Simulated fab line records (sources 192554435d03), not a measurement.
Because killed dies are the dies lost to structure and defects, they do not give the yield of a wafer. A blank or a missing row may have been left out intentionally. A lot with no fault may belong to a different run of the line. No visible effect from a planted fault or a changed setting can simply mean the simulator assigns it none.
Struck lot and sound lot, side by side :: flow n5Finfet :: 16 steps out of a route of 1938
Sound: these wafers, L182.2, L182.3, L182.6. Wafers struck: L170.1, L170.4, L170.6. The cause is named last.
At each step with rows: each side's tool, then ch and its chambers, then its first start. Under that, the readings that differ: sound wafers :: struck wafers :: difference of the means :: sigmas: that difference in standard deviations of wafers without a fault.
alike: same words and numbers on both sides, and readings whose means sit less than 2 such deviations apart. not compared: any withheld reading, any reading some wafer has no value for, any bound like >300 that may hide the same value, and any number with overlapping values for which the record gives no deviation.
Wherever a step has rows on one side only, a row that says differs or no value, or a row with sigmas, the two part there. When numbers do not overlap yet have no deviation, they are printed without sigmas and do not part them. A reading missing from all wafers of one side parts the sides only when that side holds two or more wafers.

first, 1 step without rows for these wafers: N5_BEOL_M1_CMP_52 (polishes, stops on SiOC, t overpolish 6.8 s, target thk 40 nm).
N5_BEOL_M1_THK_MEAS_53: measures by xrf.
  struck on filmMetro-02, day 8 05:54; sound on filmMetro-02, day 11 09:38
  alike: M1_THK
N5_BEOL_M1_PRE_CLEAN_60: time 15 s.
  sound on cvdCo-01 ch 0,2, day 11 09:40; struck on cvdCo-02 ch 0,2, day 8 05:56
  alike: heaterPowerW
  not compared: susceptorTempC
then, 2 steps without rows for these wafers: N5_BEOL_M1_CO_CAP_55 (material Co, precursor CCTBA/H2, target thk 2 nm, time 102.1 s); N5_BEOL_M1_PRE_CLEAN_56 (time 15 s).
N5_BEOL_M1_DEP_57: deposits SiCN from 3MS/NH3, target thk 8 nm, time 14 s.
  sound on pecvd-03 ch 0,1,2, day 11 09:50; struck on pecvd-04 ch 0,2, day 8 06:05
  alike: showerheadPlenumPTorr, throttleValvePct
N5_BEOL_M1_RS_MEAS_58: measurement is done with a four-point probe.
  struck on filmMetro-02, day 8 06:10; sound on filmMetro-02, day 11 09:54
  alike: M1_RS
N5_BEOL_M1_INSPECT_59: inspects for defects (darkfield).
  struck on defectInspect-02, day 8 06:11; sound on defectInspect-01, day 11 09:55
  alike: rawDefectCount
N5_BEOL_M2_ILD_DEP_00: deposits SiOC from DEMS/O2, target thk 79 nm, time 15.3 s.
  sound on pecvd-03 ch 1,2, day 11 09:58; struck on pecvd-01 ch 0,2, day 8 06:13
  alike: heaterPowerW, showerheadPlenumPTorr, susceptorTempC, throttleValvePct
N5_BEOL_M2_THK_MEAS_01:
  struck on filmMetro-02, day 8 06:17; sound on filmMetro-02, day 11 10:02
  alike: M2_ILD_THK
N5_BEOL_M2_PECVD_72: deposits SiO2 from TEOS/O2, target thk 16 nm, time 18 s.
  sound on pecvd-03 ch 0,2, day 11 10:04; struck on pecvd-04 ch 0,1, day 8 06:19
reading: throttleValvePct (%)
sound: 19.1 21.7 19.4
struck: 23.3 24.7 23.2
difference: +3.7
sigmas: +3
  alike: heaterPowerW, showerheadPlenumPTorr, susceptorTempC
N5_BEOL_M2_HM_DEP_02: deposits TiN, target thk 20 nm.
  struck on pvdSputter-01, day 8 07:13; sound on pvdSputter-03, day 11 10:08
  alike: susceptorTempC, throttleValvePct
N5_BEOL_M2_COAT_61: time 60 s, resist thk 60 nm.
  sound on lithoTrack-03 ch 0, day 11 10:16; struck on lithoTrack-02 ch 0, day 8 07:21
reading: heaterPowerTotalW (W)
sound: 497.3 501.8 502.1
struck: 452.3 455.3 451.3
difference: -47.4
sigmas: -26

reading: plateTempC (C)
sound: 250.02 250.20 250.28
struck: 230.86 231.19 231.02
difference: -19.14
sigmas: -99 or more

reading: model.SOC_of_BEOL_M2_COAT_61.thkNm (nm)
sound: 60 60 60
struck: 60.8 60.6 61
difference: +0.8
sigmas: 
N5_BEOL_M2_COAT_62: time 60 s, resist thk 12 nm.
  sound on lithoTrack-03 ch 0; struck on lithoTrack-02 ch 0
reading: model.SOC_of_BEOL_M2_COAT_61.thkNm (nm)
sound: 60 60 60
struck: 60.4 60.2 60.6
difference: +0.4
sigmas: 
  alike: heaterPowerTotalW, plateTempC
then, 1 step without rows for these wafers: N5_BEOL_M2_COAT_73 (time 60 s, resist thk 5 nm).
N5_BEOL_M4_RC_MEAS_101:
  sound on prober-01 ch 0, day 12 18:58; struck on prober-01 ch 0, day 9 17:05
reading: VT_P (mV)
sound: -245 -247 -248
struck: -251 -256 -254
difference: -7
sigmas: -2
  alike: DIBL_N, DIBL_P, IOFF_N, IOFF_P, ION_N, ION_P, SS_N, SS_P, VT_N

WHERE THEY PART
Last at N5_BEOL_M4_RC_MEAS_101 as far as this record goes, first at N5_BEOL_M2_PECVD_72.

WHY: what the simulator had put in
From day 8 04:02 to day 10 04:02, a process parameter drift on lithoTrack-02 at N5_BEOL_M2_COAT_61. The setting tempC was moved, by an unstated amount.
